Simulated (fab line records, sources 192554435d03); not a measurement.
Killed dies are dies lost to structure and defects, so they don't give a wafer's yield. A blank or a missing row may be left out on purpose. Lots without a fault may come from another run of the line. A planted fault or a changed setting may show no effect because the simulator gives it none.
fab line records | flow n5_finfet | part 2 of 2: steps 5 to 6 of 6
record lots=24 wafers=72 last_day=18
route steps=1938 shown BEOL_M14@1727 BEOL_M15@1795
lots that met no fault: from a run of the same line without faults
start_h: hours from the record's first day to the start of the lot's first wafer shown | wait_h: hours since the lot's step before | " the same as in the row above | L1.1+2: a row that stands for several wafers | - no value, or no start given | * or withheld: withheld | < > ~ a bound
route shown NAME@n: a module of which the file shows steps, and the number in the route of the first | usual: mean/standard deviation of fault-free wafers | same: alike in all rows | chamber/n: place in a boat | sites: the reading at each site | _std_site: their standard deviation | _edge_site: outer sites' mean less inner sites' | radius_mm: how far each site lies from the wafer's centre | mask NAME#n: copy n | behind: the tool/chamber that last shaped the wafer | hold: why the lot was held/for how many hours/how that ended | device: the transistor (n, p or np) that didn't switch | end of line: the same wafers' tests at the end of the route | a step without rows: its recipe alone | killed: dies lost to structure and defects at the first sort, not the wafer's yield | map: a wafer's dies, x killed, . not, _ none there
set.NAME: the setting as run; set.NAME@STEP: as run at that earlier step | model.NAME: the simulator's own value behind a step, which no gauge read
steps of the route over a sample of lots; a table a step, a row a wafer
services: from which hour (start_h, from the record's first day; less than 0 if before it) a tool's chamber was out of use, for how many hours, and why
## steps
# step N5_BEOL_M14_STRIP_37
# recipe chemistry=O2 power_w=600 temp_c=60 pressure_mtorr=30 rf_frequency_hz=6e+07 bias_power_w=0 overash_fraction=0.3 o2_flow_sccm=225
# usual drypump_motor_current_A=5.7/0.47 oes_product_au=0.80/0.1 rf_vpp_V=3.7/1.1 showerhead_plenum_p_Torr=2.05/0.037 throttle_valve_pct=16.65/0.24
# columns lot.wafer tool chamber start_h wait_h drypump_motor_current_A oes_product_au rf_hours_counter_h rf_vpp_V showerhead_plenum_p_Torr throttle_valve_pct
L074.1 rie_diel-05 3 241.35 0.1 5.8 0.68 242 5.4 2.06 17.18
L074.2 " 2 " " 5.2 0.71 203 3.2 1.99 16.84
L074.5 " 1 " " 6.0 0.92 - 4.0 2.06 16.36
L075.1 rie_diel-02 2 257.52 0.6 6.0 0.71 197 4.5 2.07 17.13
L075.2 " 0 " " 5.7 0.76 137 3.1 2.02 16.78
L075.3 " 3 " " 6.1 0.74 143 4.0 2.10 16.63
L076.3 rie_diel-01 3 264.53 1.6 4.8 0.70 230 3.0 2.06 16.96
L076.4 " 0 " " 6.5 0.84 77 2.9 2.04 16.33
L076.6 " 0 " " 6.5 0.83 - 3.5 2.04 16.31
L077.4 rie_diel-02 2 272.69 1.0 5.9 0.71 203 5.1 2.07 17.12
L077.5 " 3 " " 6.0 0.72 - 3.1 2.10 16.65
L077.6 " 0 " " 5.6 0.76 - 3.8 2.02 16.75
L080.1 rie_diel-01 0 281.96 0.5 6.5 0.82 86 2.9 2.04 16.34
L080.4 " 2 " " 5.7 0.88 50 3.6 2.04 16.72
L080.5 " 3 " " 4.8 0.70 - 3.4 2.06 16.93
L079.2 rie_diel-05 0 282.67 0.1 5.1 0.93 11 4.1 2.07 16.34
L079.4 " 2 " " 5.2 0.68 215 2.0 1.99 16.85
L079.6 " 3 " " 5.7 1.02 - 2.9 2.06 16.70
L078.4 rie_diel-01 3 284.89 1.9 4.8 0.70 241 4.7 2.06 16.92
L078.5 " 3 " " 4.8 0.70 - 6.0 2.06 16.97
L078.6 " 2 " " 5.7 0.85 - 2.5 2.04 16.71
L081.3 rie_diel-05 2 290.26 4.3 5.1 0.69 217 4.7 1.99 16.86
L081.5 " 2 " " 5.1 0.69 - 5.4 1.99 16.87
L081.6 " 3 " " 5.7 0.99 - 2.7 2.06 16.70
L082.1 rie_diel-02 1 298.10 0.2 6.1 0.69 204 5.2 2.08 16.59
L082.3 " 2 " " 5.9 0.70 213 2.8 2.07 17.12
L082.5 " 2 " " 6.0 0.70 - 4.2 2.07 17.10
L085.1 rie_diel-05 2 310.86 2.1 5.1 0.67 226 2.3 1.98 16.88
L085.2 " 0 " " 5.1 0.92 22 2.6 2.07 16.37
L085.3 " 1 " " 6.0 0.85 39 2.3 2.05 16.38
L083.2 rie_diel-02 0 320.09 3.3 5.7 0.73 161 3.8 2.01 16.80
L083.5 " 1 " " 6.1 0.69 - 4.4 2.08 16.64
L083.6 " 0 " " 5.7 0.73 - 3.9 2.01 16.78
L084.1 rie_diel-05 2 323.11 0.0 5.1 0.67 231 5.2 1.98 16.88
L084.3 " 1 " " 6.0 0.88 43 5.9 2.05 16.40
L084.6 " 1 " " 6.0 0.86 - 3.7 2.05 16.42
L087.2 rie_diel-01 1 327.16 2.5 5.7 0.90 29 5.8 2.05 16.48
L087.3 " 2 " " 5.7 0.83 70 2.9 2.04 16.73
L087.6 " 1 " " 5.7 0.92 - 3.4 2.05 16.46
L086.3 rie_diel-05 3 332.35 0.9 5.7 0.98 5 5.2 2.06 16.71
L086.4 " 1 " " 6.0 0.86 47 2.5 2.05 16.42
L086.5 " 0 " " 5.1 0.90 - 5.8 2.06 16.39
L090.1 rie_diel-01 0 341.13 0.4 6.5 0.80 111 3.1 2.03 16.38
L090.2 " 1 " " 5.7 0.90 36 2.9 2.05 16.48
L090.6 " 3 " " 4.8 0.96 - 4.9 2.06 16.49
L088.2 rie_diel-02 3 349.37 4.4 6.0 0.73 176 3.1 2.09 16.70
L088.4 " 0 " " 5.6 0.74 170 6.1 2.01 16.80
L088.6 " 2 " " 5.9 0.68 - 3.8 2.06 17.16
L091.1 rie_diel-05 1 349.45 1.6 6.0 0.86 54 2.2 2.05 16.40
L091.4 " 2 " " 5.1 0.67 241 3.1 1.98 16.88
L091.6 " 3 " " 5.8 0.94 - 2.7 2.06 16.71
L089.2 rie_diel-05 1 357.37 2.9 6.0 0.86 56 3.4 2.04 16.43
L089.3 " 2 " " 5.1 0.66 243 3.6 1.98 16.88
L089.6 " 0 " " 5.1 0.89 - 4.9 2.06 16.39
L092.3 rie_diel-05 0 363.89 2.9 5.1 0.88 42 4.7 2.06 16.39
L092.4 " 1 " " 6.0 0.83 58 5.1 2.04 16.39
L092.6 " 2 " " 5.2 0.68 - 1.9 1.98 16.84
L093.1 rie_diel-02 1 366.44 4.8 6.1 0.68 227 3.6 2.08 16.65
L093.3 " 3 " " 6.1 0.70 181 4.0 2.09 16.70
L093.4 " 0 " " 5.6 0.72 175 2.9 2.01 16.84
L094.1 rie_diel-02 3 373.99 1.4 6.0 0.71 184 5.8 2.09 16.71
L094.5 " 1 " " 6.1 0.67 - 1.8 2.08 16.67
L094.6 " 2 " " 5.9 0.67 - 2.5 2.06 17.19
L095.2 rie_diel-05 3 386.27 1.3 5.7 0.91 26 2.7 2.05 16.74
L095.5 " 1 " " 6.0 0.83 - 4.6 2.04 16.42
L095.6 " 0 " " 5.1 0.87 - 3.6 2.06 16.41
L096.1 rie_diel-01 0 391.70 2.8 6.5 0.78 131 6.9 2.02 16.43
L096.2 " 3 " " 4.8 0.90 19 3.3 2.05 16.52
L096.3 " 2 " " 5.7 0.81 98 3.7 2.03 16.82
L097.1 rie_diel-05 0 397.86 1.2 5.1 0.86 55 3.8 2.05 16.42
L097.2 " 1 " " 6.0 0.84 71 2.5 2.04 16.45
L097.4 " 2 " " 5.2 1.00 0 4.3 2.24 16.44
# step N5_BEOL_M15_ETCH_57
# recipe chemistry=N2/H2 target=SOC source_w=3000 bias_w=350 time_s=750 ion_energy_ev=200 pressure_mtorr=30 n2_flow_sccm=200 h2_flow_sccm=200
# usual drypump_motor_current_A=5.8/0.35 oes_product_au=0.81/0.086 rf_vpp_V=524.0/1.9 showerhead_plenum_p_Torr=2.54/0.062 throttle_valve_pct=17.8/0.31
# columns lot.wafer tool chamber start_h wait_h drypump_motor_current_A oes_product_au rf_hours_counter_h rf_vpp_V showerhead_plenum_p_Torr throttle_valve_pct
L074.1 rie_diel-04 1 245.00 - 5.6 0.66 240 524.7 2.61 18.0
L074.2 " 3 " " 5.4 0.77 132 524.2 2.55 17.7
L074.5 " 0 " " 6.3 0.91 - 523.2 2.49 17.9
L075.1 rie_diel-03 1 260.77 - 6.1 0.72 192 525.8 2.63 18.3
L075.2 " 3 " " 6.3 0.73 179 526.3 2.63 17.7
L075.3 " 2 " " 6.3 0.88 41 521.7 2.47 17.6
L076.3 rie_diel-03 0 267.85 - 5.6 0.85 74 521.3 2.47 17.2
L076.4 " 2 " " 6.3 0.89 44 522.5 2.47 17.6
L076.6 " 2 " " 6.3 0.88 - 521.9 2.47 17.6
L077.4 rie_diel-06 1 276.12 - 5.9 0.68 247 524.2 2.50 18.3
L077.5 " 1 " " 5.9 0.68 - 524.1 2.50 18.3
L077.6 " 0 " " 5.7 0.95 - 525.9 2.61 17.4
L080.1 rie_diel-06 0 285.05 - 5.7 0.94 6 525.2 2.61 17.4
L080.4 " 3 " " 5.8 0.86 40 525.3 2.59 17.4
L080.5 " 2 " " 5.2 0.78 - 524.2 2.56 18.0
L079.2 rie_diel-04 1 285.56 - 5.5 0.65 252 524.7 2.61 18.0
L079.4 " 2 " " 5.6 0.78 - 521.7 2.45 17.9
L079.6 " 1 " " 5.6 0.66 - 526.2 2.61 18.0
L078.4 rie_diel-06 3 288.43 - 5.8 0.85 - 524.8 2.59 17.4
L078.5 " 2 " " 5.2 0.78 - 523.3 2.56 18.0
L078.6 " 0 " " 5.8 0.93 - 526.6 2.61 17.4
L081.3 rie_diel-04 1 294.43 - 5.6 0.66 256 524.2 2.61 18.0
L081.5 " 1 " " 5.6 0.66 - 526.1 2.61 18.0
L081.6 " 3 " " 5.5 0.77 - 523.8 2.54 17.7
L082.1 rie_diel-06 0 301.81 - 5.7 0.92 14 525.6 2.60 17.4
L082.3 " 0 " " 5.8 0.90 - 525.2 2.60 17.4
L082.5 " 0 " " 5.7 0.91 - 525.3 2.60 17.4
L085.1 rie_diel-06 1 315.21 - 5.9 1.01 1 521.5 2.49 17.9
L085.2 " 0 " " 5.8 0.90 20 525.2 2.60 17.5
L085.3 " 2 " " 5.2 0.78 124 522.9 2.55 18.0
L083.2 rie_diel-06 1 323.86 - 5.9 1.00 3 521.6 2.49 17.9
L083.5 " 3 " " 5.8 0.84 - 526.0 2.58 17.4
L083.6 " 0 " " 5.7 0.88 - 525.4 2.60 17.4
L084.1 rie_diel-03 2 326.53 - 6.3 0.84 62 520.1 2.46 17.6
L084.3 " 1 " " 6.2 0.71 213 525.7 2.62 18.3
L084.6 " 1 " " 6.2 0.70 - 526.0 2.62 18.3
L087.2 rie_diel-04 0 330.47 - 6.3 0.87 43 521.6 2.48 17.9
L087.3 " 2 " " 5.6 0.77 147 520.9 2.44 17.9
L087.6 " 2 " " 5.7 0.77 - 521.6 2.44 17.9
L086.3 rie_diel-06 2 335.50 - 5.2 0.76 130 524.0 2.55 18.1
L086.4 " 0 " " 5.8 0.88 27 526.2 2.60 17.5
L086.5 " 0 " " 5.8 0.87 - 526.0 2.60 17.5
L090.1 rie_diel-03 1 344.34 - 6.1 0.70 219 526.8 2.62 18.3
L090.2 " 2 " " 6.3 0.83 68 522.6 2.46 17.6
L090.6 " 2 " " 6.3 0.84 - 521.1 2.46 17.6
L088.2 rie_diel-04 2 353.21 - 5.7 0.76 154 520.3 2.44 18.0
L088.4 " 0 " " 6.3 0.85 51 521.8 2.48 17.9
L088.6 " 1 " " 5.5 0.99 - 525.1 2.60 17.6
L091.1 rie_diel-06 3 353.74 - 5.8 0.82 61 525.2 2.58 17.4
L091.4 " 0 " " 5.7 0.87 34 526.5 2.59 17.5
L091.6 " 1 " " 5.9 0.96 - 522.4 2.49 17.9
L089.2 rie_diel-03 0 360.99 - 5.7 0.81 101 522.7 2.46 17.3
L089.3 " 2 " " 6.3 0.84 74 521.1 2.46 17.6
L089.6 " 1 " " 6.1 0.70 - 524.1 2.62 18.3
L092.3 rie_diel-04 1 367.23 - 5.6 0.98 8 525.7 2.60 17.5
L092.4 " 2 " " 5.6 0.77 158 521.7 2.44 18.0
L092.6 " 1 " " 5.6 0.97 - 525.9 2.60 17.6
L093.1 rie_diel-03 0 370.37 - 5.6 0.81 104 521.2 2.46 17.3
L093.3 " 2 " " 6.3 0.84 77 521.4 2.46 17.6
L093.4 " 3 " " 6.3 0.71 214 526.3 2.61 17.7
L094.1 rie_diel-03 1 377.67 - 6.1 0.69 230 525.6 2.62 18.3
L094.5 " 3 " " 6.3 0.71 - 525.2 2.61 17.8
L094.6 " 0 " " 5.7 0.82 - 520.7 2.46 17.3
L095.2 rie_diel-03 0 389.50 - 5.6 0.82 110 520.7 2.45 17.3
L095.5 " 1 " " 6.1 0.70 - 526.2 2.62 18.3
L095.6 " 0 " " 5.6 0.82 - 521.2 2.45 17.3
L096.1 rie_diel-06 1 395.05 - 5.9 0.93 24 522.1 2.49 18.0
L096.2 " 2 " " 5.2 0.75 147 523.1 2.54 18.1
L096.3 " 3 " " 5.8 0.81 72 525.6 2.57 17.5
L097.1 rie_diel-06 1 401.14 - 5.9 0.92 26 521.9 2.48 18.0
L097.2 " 2 " " 5.2 0.75 149 523.7 2.54 18.1
L097.4 " 0 " " 5.8 0.85 46 524.4 2.59 17.5
## services
# columns tool chamber start_h hours kind
rie_diel-05 3 217.36 2.8 repair
rie_diel-05 0 221.67 - clean
rie_diel-05 0 221.67 - consumable_replace:focus_ring
rie_diel-05 0 221.67 19.9 scheduled_down
rie_diel-05 0 221.67 19.9 vent_cycle
rie_diel-01 1 226.12 7.0 repair
rie_diel-05 3 265.74 - clean
rie_diel-03 0 268.67 3.8 repair
rie_diel-04 0 271.49 3.0 repair
rie_diel-05 - 271.96 10.0 pm
rie_diel-04 0 283.51 6.1 repair
rie_diel-04 2 291.59 9.0 repair
rie_diel-05 3 292.57 28.2 repair
rie_diel-04 1 299.71 3.5 repair
rie_diel-05 - 311.93 2.8 pm
rie_diel-04 3 313.50 3.9 repair
rie_diel-04 2 319.23 6.4 repair
rie_diel-05 3 321.20 7.7 repair
rie_diel-01 3 343.36 5.8 repair
rie_diel-04 3 368.70 1.9 repair
rie_diel-02 1 374.63 3.0 repair
rie_diel-04 - 378.32 0.1 repair
rie_diel-02 - 380.59 14.6 pm
rie_diel-05 1 388.94 7.3 repair
